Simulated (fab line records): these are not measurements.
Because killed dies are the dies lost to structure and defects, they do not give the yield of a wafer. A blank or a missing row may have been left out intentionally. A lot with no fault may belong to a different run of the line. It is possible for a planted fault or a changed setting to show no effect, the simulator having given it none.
Which tool did it? -- flow nand harc -- 6 lots with 18 wafers sampled at 5 steps, on a route of 1302 steps

== WHAT EACH GAUGE READ, for each wafer ==
NHARC_END_SORT_01.
lot,measured,on,killed at array
L962,day 27 00:58,prober-01,75 65 81
L966,day 27 16:31,prober-01,38 46 64
L975,day 30 04:58,prober-02,53 58 51
L980,day 31 13:26,prober-02,72 62 66
L984,day 33 12:49,prober-01,32 22 30

== EACH LOT AND THE TOOL THAT RAN IT (in order: tool; ch and the chambers of the sampled wafers; start) ==
lot,NHARC_A_CHANNEL_FILL_D2_ALD_02,NHARC_A_CHANNEL_FILL_D2_RTA_24,NHARC_A_STAIRCASE_DEP_156,NHARC_A_STAIRCASE_DESCUM_168
L962,"ald hk-02 ch 0,1,3, day 13 18:19","rtp anneal-02 ch 0, day 15 21:20","pecvd-03 ch 0,1, day 15 21:36","rie diel-09 ch 0,1, day 15 22:26"
L966,"ald hk-02 ch 1,2,3, day 15 09:02","rtp anneal-01 ch 0, day 17 11:38","pecvd-03 ch 0,1,2, day 17 12:18","rie diel-05 ch 0,1,2, day 17 13:07"
L969,"ald hk-03 ch 0,2,3, day 16 11:50","rtp anneal-02 ch 0, day 18 12:31","pecvd-04 ch 1,2, day 18 13:30","rie diel-09 ch 0,2, day 18 14:22"
L975,"ald hk-03 ch 0,1,2, day 19 13:07","rtp anneal-02 ch 0, day 21 12:02","pecvd-03 ch 0,1, day 21 12:19","rie diel-02 ch 1,2, day 21 13:25"
L980,"ald hk-04 ch 0,1, day 20 20:12","rtp anneal-02 ch 0, day 22 18:23","pecvd-03 ch 0,2, day 22 18:41","rie diel-05 ch 1,2, day 22 19:58"
L984,"ald hk-04 ch 1,3, day 22 10:46","rtp anneal-02 ch 0, day 24 12:59","pecvd-02 ch 0,1,2, day 24 13:13","rie diel-05 ch 0,1,3, day 24 14:17"
- NHARC_A_CHANNEL_FILL_D2_ALD_02: deposits SiO2, target thk 6 nm, pulse time 10 s, ald cycles 60.
- NHARC_A_CHANNEL_FILL_D2_RTA_24: time 5 s.
- NHARC_A_STAIRCASE_DEP_156: deposits SiNx, target thk 50 nm.
- NHARC_A_STAIRCASE_DESCUM_168: chemistry O2, time 3 s.

== THE ANSWER, worked out from the rows above alone ==
Rule: the lots themselves supply what counts as usual. Put in order of their means at a reading, lots are off if they are a third of the lots or fewer, leave a main group of 4 or more, and stand apart from it by a gap of 3 or more times the standard deviation of the main group's means; of several such gaps the widest counts. A main group whose means are all the same, to the digits that the tables above print for the reading, isn't used. Also off: a lot with no number at a reading for which 4 or more lots have one. Where the step has rows for the other lots, those lots are counted as sound.
No lot is off on any of the readings shown, so nothing can be concluded from this.

== WHAT WAS PUT IN BY THE SIMULATOR ==
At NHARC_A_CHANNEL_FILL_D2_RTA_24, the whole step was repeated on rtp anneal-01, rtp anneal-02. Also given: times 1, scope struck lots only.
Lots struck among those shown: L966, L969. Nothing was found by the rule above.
